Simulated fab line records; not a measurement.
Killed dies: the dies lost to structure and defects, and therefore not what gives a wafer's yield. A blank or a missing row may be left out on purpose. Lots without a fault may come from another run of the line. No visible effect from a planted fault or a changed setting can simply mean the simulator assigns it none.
fab line records ; flow nand-harc
record lots=12; wafers=36; last-day=33
route steps=1302 shown A_CHANNEL_HOLE_D1@450 A_CHANNEL_FILL_D1@495
lots untouched by any fault: they come from a run of this same line in which no faults occurred
start-h: hours from the record's opening day to when the first of the lot's shown wafers began ; wait-h: how many hours have passed since the lot's step before this one ; " unchanged from the row above ; L1.1+2: several wafers, shown together as one row ; - no value, or no start was given ; * or withheld: withheld ; < > ~ a bound
route shown NAME@n: names a module that has steps shown in the file, with the first one's number in the route ; usual: the fault-free wafers' mean and standard deviation ; same: alike in all rows ; chamber/n: place in a boat ; sites: readings site by site ; _std_site: the values' standard deviation ; _edge_site: mean of outer sites minus mean of inner sites ; radius-mm: for every site, how far away it sits from the centre of the wafer ; mask NAME#n: copy n ; behind: tool/chamber where the wafer was last shaped ; hold: reason for holding the lot/hours on hold/outcome of the hold ; device: the n, p or np transistor that did not switch ; end of line: the route-end tests of the same wafers ; where a step has no rows: the recipe by itself ; killed: not the wafer's yield, but the dies lost to structure and defects at the first sort ; map: per-die view of a wafer (x killed, . not killed, _ where there is no die)
set.NAME: the setting as run; set.NAME@STEP: as run at that earlier step ; model.NAME: the simulator's own value behind a step, which no gauge read
one table for each step of the route and one row for each wafer, over a sample of lots
services: the hour from which a tool's chamber was out of use, counted from the record's first day as start-h (under 0 if before that day), plus the number of hours and why
## steps
# step NHARC_A_CHANNEL_HOLE_D1_DEP_00
# recipe target-thk-a=31000; temp-c=400; material=aC
# usual throttle-valve-pct=35.000/0.0098
lot.wafer;tool;chamber;start-h;wait-h;throttle-valve-pct
L481.2;acl-dep-01;0;185.07;4.1;34.995
L481.3;acl-dep-01;0;185.07;4.1;34.987
L481.4;acl-dep-01;0;185.07;4.1;35.004
L483.1;acl-dep-02;0;196.28;3.2;35.019
L483.5;acl-dep-02;0;197.54;4.5;34.995
L483.6;acl-dep-02;0;197.54;4.5;34.996
L490.1;acl-dep-02;0;272.56;0.1;35.006
L490.2;acl-dep-02;0;272.56;0.1;34.992
L490.6;acl-dep-02;0;274.17;1.7;34.994
L491.2;acl-dep-02;0;274.81;2.3;35.001
L491.3;acl-dep-02;0;274.81;2.3;34.997
L491.4;acl-dep-02;0;274.81;2.3;34.994
L496.1;acl-dep-02;0;332.51;3.9;34.982
L496.2;acl-dep-02;0;332.51;3.9;34.992
L496.3;acl-dep-02;0;332.51;3.9;34.994
L497.1;acl-dep-03;0;333.16;4.3;34.995
L497.3;acl-dep-03;0;333.16;4.3;34.998
L497.4;acl-dep-03;0;333.16;4.3;35.026
L498.1;acl-dep-03;0;353.90;0.1;34.986
L498.3;acl-dep-03;0;353.90;0.1;34.999
L498.5;acl-dep-03;0;353.90;0.1;34.998
L499.1;acl-dep-01;0;354.03;0.2;34.994
L499.2;acl-dep-01;0;354.03;0.2;34.992
L499.4;acl-dep-01;0;354.03;0.2;34.997
L500.1;acl-dep-01;0;360.63;0.1;34.997
L500.3;acl-dep-01;0;360.63;0.1;35.002
L500.5;acl-dep-01;0;360.63;0.1;34.992
L502.1;acl-dep-01;0;389.55;6.4;35.000
L502.3;acl-dep-01;0;389.55;6.4;35.020
L502.4;acl-dep-01;0;389.55;6.4;34.988
L503.1;acl-dep-02;0;397.90;1.9;34.983
L503.2;acl-dep-02;0;397.90;1.9;35.013
L503.3;acl-dep-02;0;397.90;1.9;34.993
L504.1;acl-dep-01;0;402.42;2.1;34.996
L504.5;acl-dep-01;0;403.66;3.3;35.005
L504.6;acl-dep-01;0;403.66;3.3;35.010
# step NHARC_A_CHANNEL_HOLE_D1_ETCH_22
# recipe bias-v=3000; source-w=withheld; pressure-mtorr=20; time-s=666.7; ar-flow-sccm=375; c4f8-flow-sccm=89.3; o2-flow-sccm=35.7; temp-c=-20; target-depth-a=16000; chemistry=C4F8/O2/Ar
# usual drypump-motor-current-A=5.6/0.58; oes-air-line-au=0.999/0.02; showerhead-plenum-p-Torr=3.706/0.025; temp-c=-20.03/0.098; throttle-valve-pct=32.155/0.009
lot.wafer;tool;chamber;start-h;wait-h;drypump-motor-current-A;oes-air-line-au;rf-hours-counter-h;showerhead-plenum-p-Torr;temp-c;throttle-valve-pct
L481.2;har-etch-01;0;191.89;0.4;5.6;0.993;89;3.734;-20.11;32.164
L481.3;har-etch-01;0;191.89;0.4;5.6;0.994;-;3.734;-20.29;32.166
L481.4;har-etch-01;1;191.89;0.4;5.7;0.970;-;3.734;-20.11;32.150
L483.1;har-etch-01;1;201.24;0.4;5.7;0.985;93;3.732;-20.09;32.146
L483.5;har-etch-01;0;201.24;0.4;5.6;0.949;-;3.732;-19.93;32.180
L483.6;har-etch-01;1;201.24;0.4;5.7;0.989;-;3.732;-20.10;32.145
L490.1;har-etch-02;1;278.19;0.7;4.8;0.974;349;3.702;-19.96;32.155
L490.2;har-etch-02;1;278.19;0.7;4.8;0.983;-;3.702;-20.04;32.162
L490.6;har-etch-02;1;278.19;0.7;4.8;0.958;-;3.702;-20.13;32.148
L491.2;har-etch-02;1;286.67;0.8;4.8;0.975;-;3.698;-19.96;32.142
L491.3;har-etch-02;1;286.67;0.8;4.8;0.989;-;3.698;-20.00;32.158
L491.4;har-etch-02;1;286.67;0.8;4.8;0.990;-;3.698;-19.97;32.152
L496.2;har-etch-01;0;342.20;0.4;5.6;1.032;173;3.688;-20.13;32.143
L496.1;har-etch-01;1;342.20;0.4;5.7;0.989;173;3.688;-19.98;32.146
L496.3;har-etch-01;0;342.20;0.4;5.7;1.020;-;3.688;-20.03;32.149
L497.1;har-etch-02;1;344.49;0.4;4.8;0.990;390;3.680;-19.96;32.163
L497.3;har-etch-02;0;344.49;0.4;6.4;1.002;-;3.723;-20.11;32.151
L497.4;har-etch-02;1;344.49;0.4;4.8;1.021;-;3.680;-20.03;32.164
L498.1;har-etch-02;0;358.78;0.4;6.4;0.994;386;3.717;-19.95;32.155
L498.3;har-etch-02;1;358.78;0.4;4.8;0.993;-;3.673;-20.02;32.144
L498.5;har-etch-02;0;358.78;0.4;6.4;0.999;-;3.716;-20.16;32.164
L499.1;har-etch-01;1;359.20;0.4;5.7;1.003;188;3.680;-19.97;32.145
L499.2;har-etch-01;0;359.20;0.4;5.7;1.045;188;3.680;-20.24;32.145
L499.4;har-etch-01;0;359.20;0.4;5.7;0.952;-;3.680;-20.05;32.158
L500.1;har-etch-01;1;365.64;0.4;5.7;1.027;192;3.677;-19.95;32.162
L500.3;har-etch-01;0;365.64;0.4;5.6;0.981;-;3.678;-20.09;32.167
L500.5;har-etch-01;1;365.64;0.4;5.7;0.990;-;3.677;-20.10;32.159
L502.1;har-etch-01;0;400.46;0.4;5.6;1.008;207;3.669;-19.93;32.158
L502.4;har-etch-01;1;400.46;0.4;5.7;1.004;-;3.670;-20.05;32.149
L502.3;har-etch-01;0;400.46;0.4;5.6;1.001;-;3.669;-20.09;32.154
L503.2;har-etch-02;1;406.97;0.4;4.8;1.019;12;3.661;-20.17;32.161
L503.1;har-etch-02;0;406.97;0.4;6.4;0.965;12;3.704;-19.99;32.146
L503.3;har-etch-02;0;406.97;0.4;6.4;1.012;-;3.704;-20.00;32.152
L504.1;har-etch-02;0;411.13;0.4;6.4;0.984;16;3.701;-20.13;32.155
L504.5;har-etch-02;0;411.13;0.4;6.4;0.975;-;3.702;-19.86;32.156
L504.6;har-etch-02;1;411.13;0.4;4.8;1.008;-;3.659;-19.94;32.144
# step NHARC_A_CHANNEL_FILL_D1_ALD_15
# recipe target-thk-a=20; pulse-time-s=60; ald-cycles=19; temp-c=630; pressure-torr=2; material=SiNx
# usual ald-cycles=19/0; precursor-pulse-height-rel=1.001/0.019
lot.wafer;tool;chamber;start-h;wait-h;ald-cycles;precursor-pulse-height-rel
L481.2;ald-sin-batch-03;0;208.40;-;19;1.015
L481.3;ald-sin-batch-03;0;208.40;-;19;0.993
L481.4;ald-sin-batch-03;0;208.40;-;19;0.997
L483.1;ald-sin-batch-01;0;219.35;-;19;1.004
L483.5;ald-sin-batch-01;0;219.35;-;19;0.963
L483.6;ald-sin-batch-01;0;219.35;-;19;0.990
L490.1;ald-sin-batch-01;0;296.59;-;17;1.012
L490.2;ald-sin-batch-01;0;296.59;-;17;0.970
L490.6;ald-sin-batch-01;0;296.59;-;17;1.013
L491.2;ald-sin-batch-01;0;304.95;-;17;0.971
L491.3;ald-sin-batch-01;0;304.95;-;17;0.992
L491.4;ald-sin-batch-01;0;304.95;-;17;0.980
L496.1;ald-sin-batch-02;0;358.06;-;19;0.996
L496.2;ald-sin-batch-02;0;358.06;-;19;1.015
L496.3;ald-sin-batch-02;0;358.06;-;19;1.009
L497.1;ald-sin-batch-02;0;358.06;-;19;1.000
L497.3;ald-sin-batch-02;0;358.06;-;19;1.006
L497.4;ald-sin-batch-02;0;358.06;-;19;0.957
L498.1;ald-sin-batch-02;0;373.93;-;19;1.026
L498.3;ald-sin-batch-02;0;373.93;-;19;1.005
L498.5;ald-sin-batch-02;0;373.93;-;19;1.010
L499.1;ald-sin-batch-02;0;373.93;-;19;0.982
L499.2;ald-sin-batch-02;0;373.93;-;19;0.986
L499.4;ald-sin-batch-02;0;373.93;-;19;0.989
L500.1;ald-sin-batch-02;0;380.77;-;19;1.022
L500.3;ald-sin-batch-02;0;380.77;-;19;1.014
L500.5;ald-sin-batch-02;0;380.77;-;19;0.984
L502.1;ald-sin-batch-02;0;413.91;-;19;1.000
L502.3;ald-sin-batch-02;0;413.91;-;19;0.988
L502.4;ald-sin-batch-02;0;413.91;-;19;0.977
L503.1;ald-sin-batch-03;0;422.88;-;19;1.001
L503.2;ald-sin-batch-03;0;422.88;-;19;1.039
L503.3;ald-sin-batch-03;0;422.88;-;19;1.010
L504.1;ald-sin-batch-02;0;426.35;-;19;0.994
L504.5;ald-sin-batch-02;0;426.35;-;19;0.988
L504.6;ald-sin-batch-02;0;426.35;-;19;0.982
# step NHARC_A_CHANNEL_FILL_D1_ALD_16
# recipe target-thk-a=15; pulse-time-s=10; ald-cycles=15; temp-c=300; material=SiO2
# usual ald-cycles=15/0; heater-power-w=497/46; precursor-pulse-height-rel=0.996/0.019
lot.wafer;tool;chamber;start-h;wait-h;ald-cycles;heater-power-w;precursor-pulse-height-rel
L481.4;ald-hk-03;2;210.43;0.0;15;512;1.013
L481.2;ald-hk-03;3;210.43;0.0;15;474;1.035
L481.3;ald-hk-03;1;210.43;0.0;15;421;1.009
L483.1;ald-hk-02;0;221.45;0.1;15;567;1.005
L483.5;ald-hk-02;2;221.45;0.1;15;455;0.993
L483.6;ald-hk-02;3;221.45;0.1;15;502;1.008
L490.1;ald-hk-04;3;298.69;0.1;15;446;1.024
L490.2;ald-hk-04;1;298.69;0.1;15;462;0.979
L490.6;ald-hk-04;2;298.69;0.1;15;437;0.978
L491.3;ald-hk-04;3;307.00;0.0;15;455;0.997
L491.2;ald-hk-04;0;307.00;0.0;15;607;0.976
L491.4;ald-hk-04;2;307.00;0.0;15;444;1.010
L497.4;ald-hk-03;3;360.08;0.0;15;501;0.983
L497.3;ald-hk-03;0;360.08;0.0;15;491;0.958
L497.1;ald-hk-03;1;360.08;0.0;15;433;0.997
L496.1;ald-hk-04;3;360.17;0.1;15;448;1.020
L496.2;ald-hk-04;0;360.17;0.1;15;583;1.018
L496.3;ald-hk-04;1;360.17;0.1;15;474;1.005
L498.1;ald-hk-02;2;375.95;0.0;15;461;1.000
L498.3;ald-hk-02;0;375.95;0.0;15;531;1.026
L498.5;ald-hk-02;2;375.95;0.0;15;442;0.985
L499.1;ald-hk-04;3;376.03;0.1;15;446;0.971
L499.4;ald-hk-04;0;376.03;0.1;15;598;1.002
L499.2;ald-hk-04;1;376.03;0.1;15;464;1.009
L500.3;ald-hk-03;2;382.89;0.1;15;492;0.969
L500.1;ald-hk-03;0;382.89;0.1;15;492;1.001
L500.5;ald-hk-03;1;382.89;0.1;15;445;1.030
L502.4;ald-hk-04;3;415.94;0.0;15;468;1.003
L502.1;ald-hk-04;1;415.94;0.0;15;476;0.992
L502.3;ald-hk-04;2;415.94;0.0;15;442;0.984
L503.2;ald-hk-02;3;424.93;0.0;15;514;0.989
L503.1;ald-hk-02;0;424.93;0.0;15;548;0.998
L503.3;ald-hk-02;1;424.93;0.0;15;468;0.995
L504.1;ald-hk-03;2;428.43;0.1;15;522;0.944
L504.5;ald-hk-03;1;428.43;0.1;15;435;0.998
L504.6;ald-hk-03;2;428.43;0.1;15;529;0.994
## services
tool;chamber;start-h;hours;kind
acl-dep-02;-;177.09;6.2;repair
ald-hk-02;-;177.93;10.0;pm
acl-dep-01;-;188.43;13.0;pm
ald-hk-03;-;212.19;10.0;pm
ald-sin-batch-01;-;230.40;4.7;repair
ald-hk-03;-;242.64;1.6;repair
acl-dep-02;-;248.04;13.0;pm
ald-hk-04;-;257.02;10.0;pm
ald-hk-04;0;257.02;10.0;vent-cycle
ald-sin-batch-02;-;267.96;26.0;pm
har-etch-02;0;273.73;-;consumable-replace:focus-ring
har-etch-02;0;273.73;17.0;scheduled-down
har-etch-02;0;273.73;17.0;vent-cycle
acl-dep-03;-;302.91;13.0;pm
ald-hk-02;-;307.15;0.7;repair
acl-dep-02;-;337.35;1.1;repair
acl-dep-01;-;369.44;13.0;pm
har-etch-02;-;377.00;17.0;pm
har-etch-02;0;377.00;17.0;vent-cycle
har-etch-02;1;377.00;17.0;vent-cycle
ald-hk-03;-;390.19;10.0;pm
har-etch-02;0;394.00;-;clean
har-etch-02;1;394.00;-;clean
har-etch-02;1;394.00;-;consumable-replace:focus-ring
## key
first-sign step=NHARC_A_CHANNEL_FILL_D1_ALD_15; reading=ald-cycles; direction=down; sigmas=99+; usual=19; struck=17
effect none on later readings
met-at NHARC_A_CHANNEL_FILL_D1_ALD_15
struck-lots L490,L491
tester-left-out L490,L491
not-acting-at NHARC_A_CHANNEL_HOLE_D1_DEP_00,NHARC_A_CHANNEL_HOLE_D1_ETCH_22,NHARC_A_CHANNEL_FILL_D1_ALD_16
onset-between 219.35 296.59
fault kind=process-parameter-drift; tool=ald-sin-batch-01; chamber=-; onset-h=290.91; steps=NHARC_A_CHANNEL_FILL_D1_ALD_15; channel=ald-cycles; offset=-2; shape=step; end-h=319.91; acts-in=these-recipes-only; stated=19
# tester-left-out: of these lots the tester's yield and bins aren't shown, on N5 and GAA mostly nor the transistor test; their killed dies are dies lost to structure and defects alone, not to doping, threshold or leakage, so they don't give the yield
